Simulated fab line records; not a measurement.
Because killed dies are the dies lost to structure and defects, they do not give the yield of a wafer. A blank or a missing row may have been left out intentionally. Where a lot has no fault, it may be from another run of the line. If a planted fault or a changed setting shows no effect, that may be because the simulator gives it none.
Matching of chambers -- flow n5-finfet -- rie-diel-04 running N5_PMOS_HMC_CHANNEL_EPI_STRIP_33: 4 sister chambers
The step strips in N2/H2. 8 wafers are shown with their chamber, then 8 later ones without.

== WAFERS, EACH WITH ITS CHAMBER ==
wafer,chamber,showerhead-plenum-p-Torr (Torr),oes-product-au (a.u.)
L080.6,2,3.17,0.70
L083.2,2,3.17,0.69
L085.5,0,3.43,0.95
L085.6,3,3.46,0.68
L088.1,3,3.45,0.67
L088.2,1,3.46,0.72
L088.4,0,3.42,0.94
L089.2,1,3.46,0.71

== WAFERS WITHOUT THEIR CHAMBER ==
wafer,showerhead-plenum-p-Torr (Torr),oes-product-au (a.u.)
L089.4,3.57,0.97
L089.5,3.42,0.93
L092.3,3.46,0.71
L092.5,3.46,0.72
L092.6,3.42,0.92
L094.2,3.45,0.93
L094.4,3.41,0.91
L094.5,3.45,0.72

== EACH ONE'S CHAMBER ==
wafer,from the rows above,in truth
L089.4,0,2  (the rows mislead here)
L089.5,0,0
L092.3,1,1
L092.5,1,1
L092.6,0,0
L094.2,0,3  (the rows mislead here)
L094.4,0,0
L094.5,1,1
Correct placement for 6 of the 8. Number that these rows cannot place: 0. Number placed wrongly: 2.
How it was worked out, from the rows above alone: a wafer's distance from a chamber is the root of the sum, over the readings, of the square of ((its reading less the chamber's mean) divided by the reading's scatter). The wafer belongs to the nearest chamber; if the next one is less than 2 further off, it can't be placed. Each chamber's mean is taken over the wafers shown for it. How the scatter is found: for the shown wafers, subtract from each reading the mean of its chamber, square and add these, divide the total by (wafers less chambers), then take the root.
